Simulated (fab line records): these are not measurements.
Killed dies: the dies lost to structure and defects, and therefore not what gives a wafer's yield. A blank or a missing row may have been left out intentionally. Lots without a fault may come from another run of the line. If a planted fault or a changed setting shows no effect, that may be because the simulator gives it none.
Matching of chambers | flow nand harc | NHARC_A_ONON_D2_DEP_33 on pecvd-04 has 3 sister chambers
The step deposits SiO2, target thk 200 nm. 14 wafers are shown with their chamber, then 7 later ones without.

WAFERS PAIRED WITH THEIR CHAMBERS
wafer  | chamber | throttle valve pct (%) | heater power w (W)
L440.1 | 1       | 16.4                   | 602
L440.2 | 0       | 15.7                   | 699
L440.5 | 0       | 15.6                   | 726
L442.2 | 1       | 15.8                   | 547
L442.4 | 1       | 16.4                   | 558
L442.5 | 0       | 15.7                   | 542
L444.1 | 2       | 15.4                   | 609
L444.2 | 1       | 16.6                   | 589
L444.5 | 2       | 15.0                   | 612
L455.2 | 1       | 16.5                   | 469
L455.3 | 1       | 16.5                   | 491
L455.5 | 2       | 15.5                   | 658
L460.2 | 2       | 15.1                   | 649
L460.4 | 1       | 15.8                   | 548

SIGNATURES (averages over the wafers above)
reading            | chamber 0 | chamber 1 | chamber 2 | scatter within a chamber
throttle valve pct | 15.667    | 16.286    | 15.250    | 0.28
heater power w     | 655.67    | 543.43    | 632.00    | 57
Rule: distance of a wafer from a chamber = root of the sum over the readings of ((wafer's reading minus chamber's mean) / reading's scatter) squared. The wafer belongs to the nearest chamber; if the next one is less than 2 further off, it can't be placed. The scatter is the square root of a quotient: the sum, over the shown wafers, of each reading's squared deviation from its chamber's mean, divided by wafers minus chambers.

WAFERS WITH NO CHAMBER GIVEN
wafer  | throttle valve pct (%) | heater power w (W)
L460.5 | 16.0                   | 642
L461.3 | 15.3                   | 651
L461.4 | 15.7                   | 588
L461.6 | 15.2                   | 655
L463.1 | 15.1                   | 642
L463.2 | 15.6                   | 591
L463.6 | 16.3                   | 437

CHAMBER TAKEN BY EACH
wafer  | from the rows above          | in truth
L460.5 | can't be placed: 0 or 1 or 2 | 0
L461.3 | can't be placed: 2 or 0      | 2
L461.4 | can't be placed: 0 or 2 or 1 | 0
L461.6 | can't be placed: 2 or 0      | 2
L463.1 | can't be placed: 2 or 0      | 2
L463.2 | can't be placed: 0 or 2 or 1 | 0
L463.6 | 1                            | 1
Placed correctly: 1 of 7. Unplaceable from these rows: 6, with the true chamber sitting among the candidates in 6. Number placed wrongly: 0.
